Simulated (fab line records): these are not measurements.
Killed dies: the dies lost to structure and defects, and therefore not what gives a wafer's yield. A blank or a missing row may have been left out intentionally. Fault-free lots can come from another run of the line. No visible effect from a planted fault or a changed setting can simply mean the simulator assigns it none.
Split-lot trial :: flow n5_finfet :: 39 wafers read from 7 lots, route of 1938 steps

## SPLIT DETAILS
At N5_BEOL_M11_ETCH_66 (etches SOC in N2/H2, target depth 120 nm, overetch 24 nm, time 180 s), the setting time_s was moved away from the recipe's 180 s on 9 of the 39 wafers read, by -39.7% to +40.6%. All remaining wafers had this setting at the recipe value.

The reading comes from the split's own step.

## THE READING
SiARC_of_BEOL_M11_COAT_64.thk_nm (the simulator's own value, which no gauge read), in nm, at N5_BEOL_M11_ETCH_66 (etches SOC in N2/H2, target depth 120 nm, overetch 24 nm, time 180 s). There is no usual value for it anywhere in the file. Across the 30 wafers here that went through the recipe, the average is 22.7 nm and the standard deviation 0.14 nm.

wafer: L076.1
tool, chamber at the split: rie_diel-02, 1
time_s as run, s: 180
against the recipe: recipe
SiARC_of_BEOL_M11_COAT_64.thk_nm, nm: 23
against lot-mates on the recipe: -

wafer: L076.2
tool, chamber at the split: rie_diel-02, 2,1
time_s as run, s: 180
against the recipe: recipe
SiARC_of_BEOL_M11_COAT_64.thk_nm, nm: 22.8
against lot-mates on the recipe: -

wafer: L076.6
tool, chamber at the split: rie_diel-02, 2,1
time_s as run, s: 180
against the recipe: recipe
SiARC_of_BEOL_M11_COAT_64.thk_nm, nm: 22.8
against lot-mates on the recipe: -

wafer: L076.3
tool, chamber at the split: rie_diel-02, 3,3,2
time_s as run, s: 108.6
against the recipe: -39.7%
SiARC_of_BEOL_M11_COAT_64.thk_nm, nm: 25.6
against lot-mates on the recipe: +2.7

wafer: L076.4
tool, chamber at the split: rie_diel-02, 3,3,2
time_s as run, s: 108.6
against the recipe: -39.7%
SiARC_of_BEOL_M11_COAT_64.thk_nm, nm: 25.6
against lot-mates on the recipe: +2.7

wafer: L076.5
tool, chamber at the split: rie_diel-02, 3,3,2
time_s as run, s: 108.6
against the recipe: -39.7%
SiARC_of_BEOL_M11_COAT_64.thk_nm, nm: 25.6
against lot-mates on the recipe: +2.7

wafer: L080.1
tool, chamber at the split: rie_diel-05, 2
time_s as run, s: 180
against the recipe: recipe
SiARC_of_BEOL_M11_COAT_64.thk_nm, nm: 22.4
against lot-mates on the recipe: -

wafer: L080.2
tool, chamber at the split: rie_diel-05, 0
time_s as run, s: 180
against the recipe: recipe
SiARC_of_BEOL_M11_COAT_64.thk_nm, nm: 22.8
against lot-mates on the recipe: -

wafer: L080.3
tool, chamber at the split: rie_diel-05, 1
time_s as run, s: 180
against the recipe: recipe
SiARC_of_BEOL_M11_COAT_64.thk_nm, nm: 22.6
against lot-mates on the recipe: -

wafer: L085.1
tool, chamber at the split: rie_diel-02, 2,3,2
time_s as run, s: 253.1
against the recipe: +40.6%
SiARC_of_BEOL_M11_COAT_64.thk_nm, nm: 19.8
against lot-mates on the recipe: -3.0

wafer: L085.3
tool, chamber at the split: rie_diel-02, 2,3,2
time_s as run, s: 253.1
against the recipe: +40.6%
SiARC_of_BEOL_M11_COAT_64.thk_nm, nm: 19.8
against lot-mates on the recipe: -3.0

wafer: L085.5
tool, chamber at the split: rie_diel-02, 2,3,2
time_s as run, s: 253.1
against the recipe: +40.6%
SiARC_of_BEOL_M11_COAT_64.thk_nm, nm: 19.8
against lot-mates on the recipe: -3.0

wafer: L085.2
tool, chamber at the split: rie_diel-02, 1,0,1
time_s as run, s: 180
against the recipe: recipe
SiARC_of_BEOL_M11_COAT_64.thk_nm, nm: 22.8
against lot-mates on the recipe: -

wafer: L085.4
tool, chamber at the split: rie_diel-02, 1,0,1
time_s as run, s: 180
against the recipe: recipe
SiARC_of_BEOL_M11_COAT_64.thk_nm, nm: 22.8
against lot-mates on the recipe: -

wafer: L085.6
tool, chamber at the split: rie_diel-02, 1,0,1
time_s as run, s: 180
against the recipe: recipe
SiARC_of_BEOL_M11_COAT_64.thk_nm, nm: 22.8
against lot-mates on the recipe: -

wafer: L088.1
tool, chamber at the split: rie_diel-05, 1,0,0
time_s as run, s: 180
against the recipe: recipe
SiARC_of_BEOL_M11_COAT_64.thk_nm, nm: 22.8
against lot-mates on the recipe: -

wafer: L088.2
tool, chamber at the split: rie_diel-05, 1,0,0
time_s as run, s: 180
against the recipe: recipe
SiARC_of_BEOL_M11_COAT_64.thk_nm, nm: 22.8
against lot-mates on the recipe: -

wafer: L088.5
tool, chamber at the split: rie_diel-05, 1,0,0
time_s as run, s: 180
against the recipe: recipe
SiARC_of_BEOL_M11_COAT_64.thk_nm, nm: 22.8
against lot-mates on the recipe: -

wafer: L088.3
tool, chamber at the split: rie_diel-05, 2,1
time_s as run, s: 180
against the recipe: recipe
SiARC_of_BEOL_M11_COAT_64.thk_nm, nm: 22.6
against lot-mates on the recipe: -

wafer: L088.6
tool, chamber at the split: rie_diel-05, 2,1
time_s as run, s: 180
against the recipe: recipe
SiARC_of_BEOL_M11_COAT_64.thk_nm, nm: 22.6
against lot-mates on the recipe: -

wafer: L088.4
tool, chamber at the split: rie_diel-05, 3
time_s as run, s: 180
against the recipe: recipe
SiARC_of_BEOL_M11_COAT_64.thk_nm, nm: 22.4
against lot-mates on the recipe: -

wafer: L093.1
tool, chamber at the split: rie_diel-05, 1,2,0,1,2
time_s as run, s: 180
against the recipe: recipe
SiARC_of_BEOL_M11_COAT_64.thk_nm, nm: 22.6
against lot-mates on the recipe: -

wafer: L093.2
tool, chamber at the split: rie_diel-05, 1,2,0,1,2
time_s as run, s: 180
against the recipe: recipe
SiARC_of_BEOL_M11_COAT_64.thk_nm, nm: 22.6
against lot-mates on the recipe: -

wafer: L093.3
tool, chamber at the split: rie_diel-05, 1,2,0,1,2
time_s as run, s: 180
against the recipe: recipe
SiARC_of_BEOL_M11_COAT_64.thk_nm, nm: 22.6
against lot-mates on the recipe: -

wafer: L093.4
tool, chamber at the split: rie_diel-05, 1,2,0,1,2
time_s as run, s: 180
against the recipe: recipe
SiARC_of_BEOL_M11_COAT_64.thk_nm, nm: 22.6
against lot-mates on the recipe: -

wafer: L093.6
tool, chamber at the split: rie_diel-05, 1,2,0,1,2
time_s as run, s: 180
against the recipe: recipe
SiARC_of_BEOL_M11_COAT_64.thk_nm, nm: 22.6
against lot-mates on the recipe: -

wafer: L093.5
tool, chamber at the split: rie_diel-05, 0
time_s as run, s: 180
against the recipe: recipe
SiARC_of_BEOL_M11_COAT_64.thk_nm, nm: 22.8
against lot-mates on the recipe: -

wafer: L091.1
tool, chamber at the split: rie_diel-05, 1
time_s as run, s: 180
against the recipe: recipe
SiARC_of_BEOL_M11_COAT_64.thk_nm, nm: 22.8
against lot-mates on the recipe: -

wafer: L091.2
tool, chamber at the split: rie_diel-05, 2
time_s as run, s: 180
against the recipe: recipe
SiARC_of_BEOL_M11_COAT_64.thk_nm, nm: 22.6
against lot-mates on the recipe: -

wafer: L091.3
tool, chamber at the split: rie_diel-05, 3,2
time_s as run, s: 140.6
against the recipe: -21.9%
SiARC_of_BEOL_M11_COAT_64.thk_nm, nm: 24.2
against lot-mates on the recipe: +1.4

wafer: L091.5
tool, chamber at the split: rie_diel-05, 3,2
time_s as run, s: 140.6
against the recipe: -21.9%
SiARC_of_BEOL_M11_COAT_64.thk_nm, nm: 24.2
against lot-mates on the recipe: +1.4

wafer: L091.4
tool, chamber at the split: rie_diel-05, 0
time_s as run, s: 180
against the recipe: recipe
SiARC_of_BEOL_M11_COAT_64.thk_nm, nm: 23
against lot-mates on the recipe: -

wafer: L091.6
tool, chamber at the split: rie_diel-05, 3
time_s as run, s: 140.6
against the recipe: -21.9%
SiARC_of_BEOL_M11_COAT_64.thk_nm, nm: 24.4
against lot-mates on the recipe: +1.6

wafer: L094.1
tool, chamber at the split: rie_diel-05, 1
time_s as run, s: 180
against the recipe: recipe
SiARC_of_BEOL_M11_COAT_64.thk_nm, nm: 22.8
against lot-mates on the recipe: -

wafer: L094.3
tool, chamber at the split: rie_diel-05, 1
time_s as run, s: 180
against the recipe: recipe
SiARC_of_BEOL_M11_COAT_64.thk_nm, nm: 22.8
against lot-mates on the recipe: -

wafer: L094.5
tool, chamber at the split: rie_diel-05, 1
time_s as run, s: 180
against the recipe: recipe
SiARC_of_BEOL_M11_COAT_64.thk_nm, nm: 22.8
against lot-mates on the recipe: -

wafer: L094.2
tool, chamber at the split: rie_diel-05, 3
time_s as run, s: 180
against the recipe: recipe
SiARC_of_BEOL_M11_COAT_64.thk_nm, nm: 22.6
against lot-mates on the recipe: -

wafer: L094.4
tool, chamber at the split: rie_diel-05, 3
time_s as run, s: 180
against the recipe: recipe
SiARC_of_BEOL_M11_COAT_64.thk_nm, nm: 22.6
against lot-mates on the recipe: -

wafer: L094.6
tool, chamber at the split: rie_diel-05, 3
time_s as run, s: 180
against the recipe: recipe
SiARC_of_BEOL_M11_COAT_64.thk_nm, nm: 22.6
against lot-mates on the recipe: -
Rows listing several chambers each stand for several wafers; the file does not say which wafer went through which chamber.

FIT RESULTS
A straight line over all 39 wafers: SiARC_of_BEOL_M11_COAT_64.thk_nm changes by -0.0721 nm for each +1% of time_s; r = -0.99; the points scatter about the line by 0.13 nm.
The same after taking each lot's own level away (the mean of its wafers on the recipe; 39 wafers): -0.071 nm for each +1%; r = -1.00; scatter 0.12 nm.
On that fit, the largest move of time_s shifts the reading by 2.9 nm.
The lots' own levels span 22.60 to 22.87 nm, that is 1.9 times the standard deviation above.
Hence the lot-to-lot level has little effect on the slope; both slopes agree.
Check: -2.88 nm against its lot-mates is what the line predicts for one of the wafers moved furthest among these (+40.6%) when that wafer is left out of the fit. It came out at -3 nm against them.

## OTHER SPLITS ON THESE WAFERS
Before the reading, these wafers also passed through other splits. Each is held against what the fit with the lots' levels taken away leaves over:
other split on the same wafers: N5_BEOL_M0_SAQP_PECVD_04 time_s
wafers away from the commonest value: 15
r with SiARC_of_BEOL_M11_COAT_64.thk_nm (lot level and that fit taken away): +0.01

other split on the same wafers: N5_BEOL_M2_ILD_DEP_00 time_s
wafers away from the commonest value: 12
r with SiARC_of_BEOL_M11_COAT_64.thk_nm (lot level and that fit taken away): -0.05

other split on the same wafers: N5_BEOL_M3_TRENCH_ETCH_37 time_s
wafers away from the commonest value: 12
r with SiARC_of_BEOL_M11_COAT_64.thk_nm (lot level and that fit taken away): -0.07

other split on the same wafers: N5_BEOL_M8_DESCUM_16 time_s
wafers away from the commonest value: 15
r with SiARC_of_BEOL_M11_COAT_64.thk_nm (lot level and that fit taken away): +0.13

## THE FILE'S OWN FIT
SiARC_of_BEOL_M11_COAT_64.thk_nm changes by -0.0709 nm for each +1% of time_s, r = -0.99.
